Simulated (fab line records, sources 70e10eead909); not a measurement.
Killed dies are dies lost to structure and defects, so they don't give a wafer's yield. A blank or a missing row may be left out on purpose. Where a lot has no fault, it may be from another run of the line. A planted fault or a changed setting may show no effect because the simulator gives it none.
fab line records :: flow nand-harc
record
  lots=6
  wafers=18
  last-day=32
route steps=1302 shown A_ONON_D2@550 END@1302
lots with no fault: from the same line, run without faults
start-h: start of the lot's first displayed wafer, in hours after the record's first day :: wait-h: hours elapsed since this lot's preceding step :: " unchanged from the row above :: L1.1+2: one row covering several wafers at once :: - value missing, or start not given :: * or withheld: withheld :: < > ~ a bound
route shown NAME@n: a module of which the file shows steps, and the number in the route of the first :: usual: the fault-free wafers' mean and standard deviation :: same: alike in all rows :: chamber/n: place in a boat :: sites: readings site by site :: _std_site: the values' standard deviation :: _edge_site: outer sites' mean less inner sites' :: radius-mm: for every site, how far away it sits from the centre of the wafer :: mask NAME#n: copy n :: behind: the most recent tool/chamber to have shaped the wafer :: hold: why the lot went on hold/how many hours it stayed there/how the hold came to an end :: device: whichever transistor did not switch (one of n, p or np) :: end of line: tests run on the same wafers once the route is complete :: where a step has no rows: the recipe by itself :: killed: at the first sort, the dies lost to defects and structure; wafer yield is something else :: map: the dies of a wafer, with x for killed, . for not killed, _ for no die there
set.NAME: the run value of the setting; set.NAME@STEP: its run value at that earlier step :: model.NAME: the simulator's own value behind a step, which no gauge read
lots seen at some steps along the route; tables by step, rows by wafer
services: from which hour (start-h, from the record's first day; less than 0 if before it) a tool's chamber was out of use, for how many hours, and why
## steps
# step NHARC_A_ONON_D2_THK_MEAS_08
# recipe
  thk-meas-gauge=ellipsometry
# usual
  thk-nm=999/11
lot.wafer: L887.3
tool: film-metro-01
chamber: -
start-h: 267.57
wait-h: -
thk-nm: 991

lot.wafer: L887.4
tool: film-metro-01
chamber: -
start-h: 267.57
wait-h: -
thk-nm: 991

lot.wafer: L887.5
tool: film-metro-01
chamber: -
start-h: 267.57
wait-h: -
thk-nm: 990

lot.wafer: L896.1
tool: film-metro-02
chamber: -
start-h: 363.47
wait-h: -
thk-nm: 1005

lot.wafer: L896.2
tool: film-metro-02
chamber: -
start-h: 363.47
wait-h: -
thk-nm: 1005

lot.wafer: L896.5
tool: film-metro-02
chamber: -
start-h: 363.47
wait-h: -
thk-nm: 1008

lot.wafer: L899.2
tool: film-metro-02
chamber: -
start-h: 395.13
wait-h: -
thk-nm: 1008

lot.wafer: L899.5
tool: film-metro-02
chamber: -
start-h: 395.13
wait-h: -
thk-nm: 1007

lot.wafer: L899.6
tool: film-metro-02
chamber: -
start-h: 395.13
wait-h: -
thk-nm: 1007

lot.wafer: L900.4
tool: film-metro-02
chamber: -
start-h: 395.18
wait-h: -
thk-nm: 1002

lot.wafer: L900.5
tool: film-metro-02
chamber: -
start-h: 395.18
wait-h: -
thk-nm: 1003

lot.wafer: L900.6
tool: film-metro-02
chamber: -
start-h: 395.18
wait-h: -
thk-nm: 1005

lot.wafer: L902.1
tool: film-metro-01
chamber: -
start-h: 422.03
wait-h: -
thk-nm: 986

lot.wafer: L902.3
tool: film-metro-01
chamber: -
start-h: 422.03
wait-h: -
thk-nm: 986

lot.wafer: L902.6
tool: film-metro-01
chamber: -
start-h: 422.03
wait-h: -
thk-nm: 986

lot.wafer: L908.3
tool: film-metro-01
chamber: -
start-h: 483.01
wait-h: -
thk-nm: 1000

lot.wafer: L908.4
tool: film-metro-01
chamber: -
start-h: 483.01
wait-h: -
thk-nm: 998

lot.wafer: L908.5
tool: film-metro-01
chamber: -
start-h: 483.01
wait-h: -
thk-nm: 999
# step NHARC_A_ONON_D2_DEP_09
# recipe
  target-thk-a=10000
  n2-flow-sccm=2750
  n2o-flow-sccm=2000
  nh3-flow-sccm=500
  sih4-flow-sccm=210
  temp-c=400
# step NHARC_A_ONON_D2_THK_MEAS_11
# recipe
  thk-meas-gauge=ellipsometry
# usual
  thk-nm=998/9.8
lot.wafer: L887.3
tool: film-metro-02
chamber: -
start-h: 268.13
wait-h: -
thk-nm: 990

lot.wafer: L887.4
tool: film-metro-02
chamber: -
start-h: 268.13
wait-h: -
thk-nm: 990

lot.wafer: L887.5
tool: film-metro-02
chamber: -
start-h: 268.13
wait-h: -
thk-nm: 989

lot.wafer: L896.1
tool: film-metro-01
chamber: -
start-h: 364.04
wait-h: -
thk-nm: 993

lot.wafer: L896.2
tool: film-metro-01
chamber: -
start-h: 364.04
wait-h: -
thk-nm: 992

lot.wafer: L896.5
tool: film-metro-01
chamber: -
start-h: 364.04
wait-h: -
thk-nm: 993

lot.wafer: L899.2
tool: film-metro-02
chamber: -
start-h: 395.72
wait-h: -
thk-nm: 990

lot.wafer: L899.5
tool: film-metro-02
chamber: -
start-h: 395.72
wait-h: -
thk-nm: 990

lot.wafer: L899.6
tool: film-metro-02
chamber: -
start-h: 395.72
wait-h: -
thk-nm: 987

lot.wafer: L900.4
tool: film-metro-01
chamber: -
start-h: 395.75
wait-h: -
thk-nm: 1007

lot.wafer: L900.5
tool: film-metro-01
chamber: -
start-h: 395.75
wait-h: -
thk-nm: 1007

lot.wafer: L900.6
tool: film-metro-01
chamber: -
start-h: 395.75
wait-h: -
thk-nm: 1007

lot.wafer: L902.1
tool: film-metro-01
chamber: -
start-h: 422.59
wait-h: -
thk-nm: 1003

lot.wafer: L902.3
tool: film-metro-01
chamber: -
start-h: 422.59
wait-h: -
thk-nm: 1003

lot.wafer: L902.6
tool: film-metro-01
chamber: -
start-h: 422.59
wait-h: -
thk-nm: 1006

lot.wafer: L908.3
tool: film-metro-01
chamber: -
start-h: 483.58
wait-h: -
thk-nm: 996

lot.wafer: L908.4
tool: film-metro-01
chamber: -
start-h: 483.58
wait-h: -
thk-nm: 994

lot.wafer: L908.5
tool: film-metro-01
chamber: -
start-h: 483.58
wait-h: -
thk-nm: 996
# step NHARC_A_ONON_D2_DEP_12
# recipe
  target-thk-a=10000
  n2-flow-sccm=2750
  n2o-flow-sccm=2000
  nh3-flow-sccm=500
  sih4-flow-sccm=210
  temp-c=400
# step NHARC_A_ONON_D2_THK_MEAS_14
# recipe
  thk-meas-gauge=ellipsometry
# usual
  thk-nm=1004/11
lot.wafer: L887.3
tool: film-metro-01
chamber: -
start-h: 268.70
wait-h: -
thk-nm: 998

lot.wafer: L887.4
tool: film-metro-01
chamber: -
start-h: 268.70
wait-h: -
thk-nm: 998

lot.wafer: L887.5
tool: film-metro-01
chamber: -
start-h: 268.70
wait-h: -
thk-nm: 997

lot.wafer: L896.1
tool: film-metro-01
chamber: -
start-h: 364.60
wait-h: -
thk-nm: 1003

lot.wafer: L896.2
tool: film-metro-01
chamber: -
start-h: 364.60
wait-h: -
thk-nm: 1003

lot.wafer: L896.5
tool: film-metro-01
chamber: -
start-h: 364.60
wait-h: -
thk-nm: 1004

lot.wafer: L899.2
tool: film-metro-02
chamber: -
start-h: 396.29
wait-h: -
thk-nm: 1004

lot.wafer: L899.5
tool: film-metro-02
chamber: -
start-h: 396.29
wait-h: -
thk-nm: 1003

lot.wafer: L899.6
tool: film-metro-02
chamber: -
start-h: 396.29
wait-h: -
thk-nm: 1004

lot.wafer: L900.4
tool: film-metro-01
chamber: -
start-h: 396.35
wait-h: -
thk-nm: 1020

lot.wafer: L900.5
tool: film-metro-01
chamber: -
start-h: 396.35
wait-h: -
thk-nm: 1018

lot.wafer: L900.6
tool: film-metro-01
chamber: -
start-h: 396.35
wait-h: -
thk-nm: 1019

lot.wafer: L902.1
tool: film-metro-01
chamber: -
start-h: 423.15
wait-h: -
thk-nm: 992

lot.wafer: L902.3
tool: film-metro-01
chamber: -
start-h: 423.15
wait-h: -
thk-nm: 992

lot.wafer: L902.6
tool: film-metro-01
chamber: -
start-h: 423.15
wait-h: -
thk-nm: 993

lot.wafer: L908.3
tool: film-metro-01
chamber: -
start-h: 484.14
wait-h: -
thk-nm: 1003

lot.wafer: L908.4
tool: film-metro-01
chamber: -
start-h: 484.14
wait-h: -
thk-nm: 1002

lot.wafer: L908.5
tool: film-metro-01
chamber: -
start-h: 484.14
wait-h: -
thk-nm: 1002
# step NHARC_A_ONON_D2_ANNEAL_15
# recipe
  temp-c=750
  time-s=3600
# step NHARC_A_ONON_D2_DEP_16
# recipe
  target-thk-a=10000
  n2-flow-sccm=2750
  n2o-flow-sccm=2000
  nh3-flow-sccm=500
  sih4-flow-sccm=210
  temp-c=400
# step NHARC_A_ONON_D2_THK_MEAS_18
# recipe
  thk-meas-gauge=ellipsometry
# usual
  thk-nm=999/11
lot.wafer: L887.3
tool: film-metro-02
chamber: -
start-h: 276.79
wait-h: -
thk-nm: 1011

lot.wafer: L887.4
tool: film-metro-02
chamber: -
start-h: 276.79
wait-h: -
thk-nm: 1010

lot.wafer: L887.5
tool: film-metro-02
chamber: -
start-h: 276.79
wait-h: -
thk-nm: 1010

lot.wafer: L896.1
tool: film-metro-01
chamber: -
start-h: 377.55
wait-h: -
thk-nm: 995

lot.wafer: L896.2
tool: film-metro-01
chamber: -
start-h: 377.55
wait-h: -
thk-nm: 997

lot.wafer: L896.5
tool: film-metro-01
chamber: -
start-h: 377.55
wait-h: -
thk-nm: 999

lot.wafer: L899.2
tool: film-metro-01
chamber: -
start-h: 403.69
wait-h: -
thk-nm: 989

lot.wafer: L899.5
tool: film-metro-01
chamber: -
start-h: 403.69
wait-h: -
thk-nm: 989

lot.wafer: L899.6
tool: film-metro-01
chamber: -
start-h: 403.69
wait-h: -
thk-nm: 991

lot.wafer: L900.4
tool: film-metro-02
chamber: -
start-h: 403.69
wait-h: -
thk-nm: 998

lot.wafer: L900.5
tool: film-metro-02
chamber: -
start-h: 403.69
wait-h: -
thk-nm: 999

lot.wafer: L900.6
tool: film-metro-02
chamber: -
start-h: 403.69
wait-h: -
thk-nm: 999

lot.wafer: L902.1
tool: film-metro-02
chamber: -
start-h: 430.86
wait-h: -
thk-nm: 988

lot.wafer: L902.3
tool: film-metro-02
chamber: -
start-h: 430.86
wait-h: -
thk-nm: 988

lot.wafer: L902.6
tool: film-metro-02
chamber: -
start-h: 430.86
wait-h: -
thk-nm: 987

lot.wafer: L908.3
tool: film-metro-01
chamber: -
start-h: 491.50
wait-h: -
thk-nm: 1000

lot.wafer: L908.4
tool: film-metro-01
chamber: -
start-h: 491.50
wait-h: -
thk-nm: 1000

lot.wafer: L908.5
tool: film-metro-01
chamber: -
start-h: 491.50
wait-h: -
thk-nm: 1001
# step NHARC_A_ONON_D2_DEP_19
# recipe
  target-thk-a=10000
  n2-flow-sccm=2750
  n2o-flow-sccm=2000
  nh3-flow-sccm=500
  sih4-flow-sccm=210
  temp-c=400
# step NHARC_A_ONON_D2_THK_MEAS_21
# recipe
  thk-meas-gauge=ellipsometry
# usual
  thk-nm=1000/12
lot.wafer: L887.3
tool: film-metro-01
chamber: -
start-h: 277.38
wait-h: -
thk-nm: 1011

lot.wafer: L887.4
tool: film-metro-01
chamber: -
start-h: 277.38
wait-h: -
thk-nm: 1011

lot.wafer: L887.5
tool: film-metro-01
chamber: -
start-h: 277.38
wait-h: -
thk-nm: 1010

lot.wafer: L896.1
tool: film-metro-01
chamber: -
start-h: 378.13
wait-h: -
thk-nm: 1007

lot.wafer: L896.2
tool: film-metro-01
chamber: -
start-h: 378.13
wait-h: -
thk-nm: 1005

lot.wafer: L896.5
tool: film-metro-01
chamber: -
start-h: 378.13
wait-h: -
thk-nm: 1006

lot.wafer: L899.2
tool: film-metro-01
chamber: -
start-h: 404.26
wait-h: -
thk-nm: 1013

lot.wafer: L899.5
tool: film-metro-01
chamber: -
start-h: 404.26
wait-h: -
thk-nm: 1013

lot.wafer: L899.6
tool: film-metro-01
chamber: -
start-h: 404.26
wait-h: -
thk-nm: 1011

lot.wafer: L900.4
tool: film-metro-02
chamber: -
start-h: 404.26
wait-h: -
thk-nm: 989

lot.wafer: L900.5
tool: film-metro-02
chamber: -
start-h: 404.26
wait-h: -
thk-nm: 987

lot.wafer: L900.6
tool: film-metro-02
chamber: -
start-h: 404.26
wait-h: -
thk-nm: 988

lot.wafer: L902.1
tool: film-metro-01
chamber: -
start-h: 431.43
wait-h: -
thk-nm: 996

lot.wafer: L902.3
tool: film-metro-01
chamber: -
start-h: 431.43
wait-h: -
thk-nm: 994

lot.wafer: L902.6
tool: film-metro-01
chamber: -
start-h: 431.43
wait-h: -
thk-nm: 993

lot.wafer: L908.3
tool: film-metro-02
chamber: -
start-h: 492.07
wait-h: -
thk-nm: 995

lot.wafer: L908.4
tool: film-metro-02
chamber: -
start-h: 492.07
wait-h: -
thk-nm: 995

lot.wafer: L908.5
tool: film-metro-02
chamber: -
start-h: 492.07
wait-h: -
thk-nm: 997
# step NHARC_A_ONON_D2_DEP_22
# recipe
  target-thk-a=10000
  n2-flow-sccm=2750
  n2o-flow-sccm=2000
  nh3-flow-sccm=500
  sih4-flow-sccm=210
  temp-c=400
# step NHARC_A_ONON_D2_THK_MEAS_24
# recipe
  thk-meas-gauge=ellipsometry
# usual
  thk-nm=999/8.5
lot.wafer: L887.3
tool: film-metro-01
chamber: -
start-h: 277.95
wait-h: -
thk-nm: 994

lot.wafer: L887.4
tool: film-metro-01
chamber: -
start-h: 277.95
wait-h: -
thk-nm: 994

lot.wafer: L887.5
tool: film-metro-01
chamber: -
start-h: 277.95
wait-h: -
thk-nm: 993

lot.wafer: L896.1
tool: film-metro-01
chamber: -
start-h: 378.71
wait-h: -
thk-nm: 1000

lot.wafer: L896.2
tool: film-metro-01
chamber: -
start-h: 378.71
wait-h: -
thk-nm: 1001

lot.wafer: L896.5
tool: film-metro-01
chamber: -
start-h: 378.71
wait-h: -
thk-nm: 998

lot.wafer: L899.2
tool: film-metro-02
chamber: -
start-h: 404.82
wait-h: -
thk-nm: 1002

lot.wafer: L899.5
tool: film-metro-02
chamber: -
start-h: 404.82
wait-h: -
thk-nm: 1002

lot.wafer: L899.6
tool: film-metro-02
chamber: -
start-h: 404.82
wait-h: -
thk-nm: 1001

lot.wafer: L900.4
tool: film-metro-01
chamber: -
start-h: 404.82
wait-h: -
thk-nm: 1000

lot.wafer: L900.5
tool: film-metro-01
chamber: -
start-h: 404.82
wait-h: -
thk-nm: 1000

lot.wafer: L900.6
tool: film-metro-01
chamber: -
start-h: 404.82
wait-h: -
thk-nm: 1002

lot.wafer: L902.1
tool: film-metro-01
chamber: -
start-h: 432.00
wait-h: -
thk-nm: 1000

lot.wafer: L902.3
tool: film-metro-01
chamber: -
start-h: 432.00
wait-h: -
thk-nm: 1001

lot.wafer: L902.6
tool: film-metro-01
chamber: -
start-h: 432.00
wait-h: -
thk-nm: 1002

lot.wafer: L908.3
tool: film-metro-01
chamber: -
start-h: 492.63
wait-h: -
thk-nm: 982

lot.wafer: L908.4
tool: film-metro-01
chamber: -
start-h: 492.63
wait-h: -
thk-nm: 980

lot.wafer: L908.5
tool: film-metro-01
chamber: -
start-h: 492.63
wait-h: -
thk-nm: 981
# step NHARC_A_ONON_D2_DEP_25
# recipe
  target-thk-a=10000
  n2-flow-sccm=2750
  n2o-flow-sccm=2000
  nh3-flow-sccm=500
  sih4-flow-sccm=210
  temp-c=400
lot.wafer: L887.3+4+5
tool: pecvd-onon-04
chamber: 0
start-h: 278.12
wait-h: 0.2

lot.wafer: L896.1+2+5
tool: pecvd-onon-04
chamber: 0
start-h: 378.77
wait-h: 0.1

lot.wafer: L899.2+5+6
tool: pecvd-onon-04
chamber: 0
start-h: 404.93
wait-h: 0.1

lot.wafer: L900.4+5+6
tool: pecvd-onon-01
chamber: 0
start-h: 405.05
wait-h: 0.2

lot.wafer: L902.1+3+6
tool: pecvd-onon-04
chamber: 0
start-h: 432.05
wait-h: 0.1

lot.wafer: L908.3+4+5
tool: pecvd-onon-01
chamber: 0
start-h: 492.80
wait-h: 0.2
# step NHARC_A_ONON_D2_THK_MEAS_27
# recipe
  thk-meas-gauge=ellipsometry
# usual
  thk-nm=1005/11
lot.wafer: L887.3
tool: film-metro-02
chamber: -
start-h: 278.51
wait-h: -
thk-nm: 1013

lot.wafer: L887.4
tool: film-metro-02
chamber: -
start-h: 278.51
wait-h: -
thk-nm: 1012

lot.wafer: L887.5
tool: film-metro-02
chamber: -
start-h: 278.51
wait-h: -
thk-nm: 1012

lot.wafer: L896.1
tool: film-metro-01
chamber: -
start-h: 379.28
wait-h: -
thk-nm: 1020

lot.wafer: L896.2
tool: film-metro-01
chamber: -
start-h: 379.28
wait-h: -
thk-nm: 1018

lot.wafer: L896.5
tool: film-metro-01
chamber: -
start-h: 379.28
wait-h: -
thk-nm: 1021

lot.wafer: L899.2
tool: film-metro-01
chamber: -
start-h: 405.39
wait-h: -
thk-nm: 990

lot.wafer: L899.5
tool: film-metro-01
chamber: -
start-h: 405.39
wait-h: -
thk-nm: 989

lot.wafer: L899.6
tool: film-metro-01
chamber: -
start-h: 405.39
wait-h: -
thk-nm: 1347

lot.wafer: L900.4
tool: film-metro-02
chamber: -
start-h: 405.39
wait-h: -
thk-nm: 1001

lot.wafer: L900.5
tool: film-metro-02
chamber: -
start-h: 405.39
wait-h: -
thk-nm: 1001

lot.wafer: L900.6
tool: film-metro-02
chamber: -
start-h: 405.39
wait-h: -
thk-nm: 999

lot.wafer: L902.1
tool: film-metro-02
chamber: -
start-h: 432.56
wait-h: -
thk-nm: 996

lot.wafer: L902.3
tool: film-metro-02
chamber: -
start-h: 432.56
wait-h: -
thk-nm: 1353

lot.wafer: L902.6
tool: film-metro-02
chamber: -
start-h: 432.56
wait-h: -
thk-nm: 1352

lot.wafer: L908.3
tool: film-metro-01
chamber: -
start-h: 493.19
wait-h: -
thk-nm: 990

lot.wafer: L908.4
tool: film-metro-01
chamber: -
start-h: 493.19
wait-h: -
thk-nm: 991

lot.wafer: L908.5
tool: film-metro-01
chamber: -
start-h: 493.19
wait-h: -
thk-nm: 990
# step NHARC_A_ONON_D2_DEP_28
# recipe
  target-thk-a=10000
  n2-flow-sccm=2750
  n2o-flow-sccm=2000
  nh3-flow-sccm=500
  sih4-flow-sccm=210
  temp-c=400
# step NHARC_END_SORT_01
# recipe
  temp-c=25
# usual
  killed-at-array=56/19
  killed-at-other=0.6/1
  killed-at-periphery=3.9/2.7
  killed-dies=61/19
  killed-open=3.3/1.9
  killed-short=2.4/1.7
# same
  gross-dies=677
lot.wafer: L900.6
tool: prober-02
chamber: 0
start-h: 687.29
wait-h: 4.1
killed-at-array: 52
killed-at-other: 0
killed-at-periphery: 3
killed-dies: 55
killed-open: 4
killed-short: 2

lot.wafer: L899.6
tool: prober-01
chamber: 0
start-h: 696.21
wait-h: 4.0
killed-at-array: 675
killed-at-other: 1
killed-at-periphery: 1
killed-dies: 677
killed-open: 1
killed-short: 4

lot.wafer: L902.3
tool: prober-02
chamber: 0
start-h: 726.40
wait-h: 3.1
killed-at-array: 674
killed-at-other: 0
killed-at-periphery: 3
killed-dies: 677
killed-open: 3
killed-short: 6

lot.wafer: L902.6
tool: prober-02
chamber: 0
start-h: 728.79
wait-h: 4.0
killed-at-array: 673
killed-at-other: 1
killed-at-periphery: 3
killed-dies: 677
killed-open: 3
killed-short: 2
# killed by level:class
L900.6 A_CHANNEL_HOLE_D1:chamber-film-flake=27 A_CHANNEL_HOLE_D2:chamber-film-flake=10 A_STAIRCASE:chamber-film-flake=3 A_WL_FILL:chamber-film-flake=2 A_M0:chamber-film-flake=2 P_CONTACT:geometric-particle:open=1 A_CHANNEL_FILL_D1:geometric-particle:open=1 A_DECK1_JOINT:geometric-particle:short=1
L899.6 A_ONON_D2:area-dep=616 A_SLIT:chamber-film-flake=27 A_CHANNEL_HOLE_D1:chamber-film-flake=8 A_CONTACT:chamber-film-flake=8 A_STAIRCASE:chamber-film-flake=6 A_CHANNEL_HOLE_D2:chamber-film-flake=5 P_M0:geometric-particle:short=1 A_ONON_D1:geometric-particle:short=1
L902.3 A_ONON_D2:area-dep=627 A_SLIT:chamber-film-flake=20 A_CHANNEL_HOLE_D2:chamber-film-flake=9 A_CHANNEL_HOLE_D1:chamber-film-flake=5 A_CONTACT:chamber-film-flake=3 A_CHANNEL_FILL_D1:chamber-film-flake=2 P_M1:geometric-particle:open=1 A_ONON_D1:geometric-particle:open=1
L902.6 A_ONON_D2:area-dep=612 A_SLIT:chamber-film-flake=22 A_CHANNEL_HOLE_D2:chamber-film-flake=19 A_CHANNEL_HOLE_D1:chamber-film-flake=11 A_DECK1_JOINT:chamber-film-flake=2 A_STAIRCASE:chamber-film-flake=2 A_CONTACT:chamber-film-flake=2 P_GATE:geometric-particle:open=1
# map L899.6 (x killed, . not)
____________x____________
_________xxxxxxx_________
_______xxxxxxxxxxx_______
______xxxxxxxxxxxxx______
_____xxxxxxxxxxxxxxx_____
____xxxxxxxxxxxxxxxxx____
____xxxxxxxxxxxxxxxxx____
___xxxxxxxxxxxxxxxxxxx___
___xxxxxxxxxxxxxxxxxxx___
__xxxxxxxxxxxxxxxxxxxxx__
__xxxxxxxxxxxxxxxxxxxxx__
_xxxxxxxxxxxxxxxxxxxxxxx_
_xxxxxxxxxxxxxxxxxxxxxxx_
_xxxxxxxxxxxxxxxxxxxxxxx_
_xxxxxxxxxxxxxxxxxxxxxxx_
_xxxxxxxxxxxxxxxxxxxxxxx_
xxxxxxxxxxxxxxxxxxxxxxxxx
xxxxxxxxxxxxxxxxxxxxxxxxx
xxxxxxxxxxxxxxxxxxxxxxxxx
xxxxxxxxxxxxxxxxxxxxxxxxx
xxxxxxxxxxxxxxxxxxxxxxxxx
_xxxxxxxxxxxxxxxxxxxxxxx_
_xxxxxxxxxxxxxxxxxxxxxxx_
_xxxxxxxxxxxxxxxxxxxxxxx_
_xxxxxxxxxxxxxxxxxxxxxxx_
_xxxxxxxxxxxxxxxxxxxxxxx_
__xxxxxxxxxxxxxxxxxxxxx__
__xxxxxxxxxxxxxxxxxxxxx__
___xxxxxxxxxxxxxxxxxxx___
___xxxxxxxxxxxxxxxxxxx___
____xxxxxxxxxxxxxxxxx____
____xxxxxxxxxxxxxxxxx____
_____xxxxxxxxxxxxxxx_____
______xxxxxxxxxxxxx______
_______xxxxxxxxxxx_______
_________xxxxxxx_________
____________x____________
# map L902.3 (x killed, . not)
____________x____________
_________xxxxxxx_________
_______xxxxxxxxxxx_______
______xxxxxxxxxxxxx______
_____xxxxxxxxxxxxxxx_____
____xxxxxxxxxxxxxxxxx____
____xxxxxxxxxxxxxxxxx____
___xxxxxxxxxxxxxxxxxxx___
___xxxxxxxxxxxxxxxxxxx___
__xxxxxxxxxxxxxxxxxxxxx__
__xxxxxxxxxxxxxxxxxxxxx__
_xxxxxxxxxxxxxxxxxxxxxxx_
_xxxxxxxxxxxxxxxxxxxxxxx_
_xxxxxxxxxxxxxxxxxxxxxxx_
_xxxxxxxxxxxxxxxxxxxxxxx_
_xxxxxxxxxxxxxxxxxxxxxxx_
xxxxxxxxxxxxxxxxxxxxxxxxx
xxxxxxxxxxxxxxxxxxxxxxxxx
xxxxxxxxxxxxxxxxxxxxxxxxx
xxxxxxxxxxxxxxxxxxxxxxxxx
xxxxxxxxxxxxxxxxxxxxxxxxx
_xxxxxxxxxxxxxxxxxxxxxxx_
_xxxxxxxxxxxxxxxxxxxxxxx_
_xxxxxxxxxxxxxxxxxxxxxxx_
_xxxxxxxxxxxxxxxxxxxxxxx_
_xxxxxxxxxxxxxxxxxxxxxxx_
__xxxxxxxxxxxxxxxxxxxxx__
__xxxxxxxxxxxxxxxxxxxxx__
___xxxxxxxxxxxxxxxxxxx___
___xxxxxxxxxxxxxxxxxxx___
____xxxxxxxxxxxxxxxxx____
____xxxxxxxxxxxxxxxxx____
_____xxxxxxxxxxxxxxx_____
______xxxxxxxxxxxxx______
_______xxxxxxxxxxx_______
_________xxxxxxx_________
____________x____________
## services
tool: pecvd-onon-01
chamber: -
start-h: 269.12
hours: 13.0
kind: pm

tool: pecvd-onon-04
chamber: -
start-h: 311.00
hours: 13.0
kind: pm

tool: pecvd-onon-01
chamber: -
start-h: 450.12
hours: 13.0
kind: pm

tool: pecvd-onon-04
chamber: -
start-h: 492.00
hours: 13.0
kind: pm
## key
first-sign
  step=NHARC_A_ONON_D2_THK_MEAS_27
  reading=thk-nm
  direction=up
  sigmas=33
  usual=1005
  struck=1351
effect
  step=NHARC_END_SORT_01
  reading=killed-dies
  direction=up
  sigmas=33
  usual=61
  struck=677
more-kills-born-at
  NHARC_A_ONON_D2_DEP_25@pecvd-onon-04=1855
met-at NHARC_A_ONON_D2_DEP_25
struck-wafers L899.6,L902.3,L902.6
later-rows-left-out L899.6,L902.3,L902.6
tester-left-out L899,L902
onset-between 378.77 404.93
fault
  kind=process-parameter-drift
  tool=pecvd-onon-04
  chamber=-
  onset-h=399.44
  steps=NHARC_A_ONON_D2_DEP_25
  channel=target-thk-a
  offset=*
  shape=step
  end-h=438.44
  scope=struck-wafers-only
  acts-in=*
  stated=*
# tester-left-out: of these lots the tester's yield and bins aren't shown, on N5 and GAA mostly nor the transistor test; their killed dies are dies lost to structure and defects alone, not to doping, threshold or leakage, so they don't give the yield
# later-rows-left-out: the simulator's readings of these wafers behind a module that went badly wrong aren't trusted and aren't shown, but for the sort
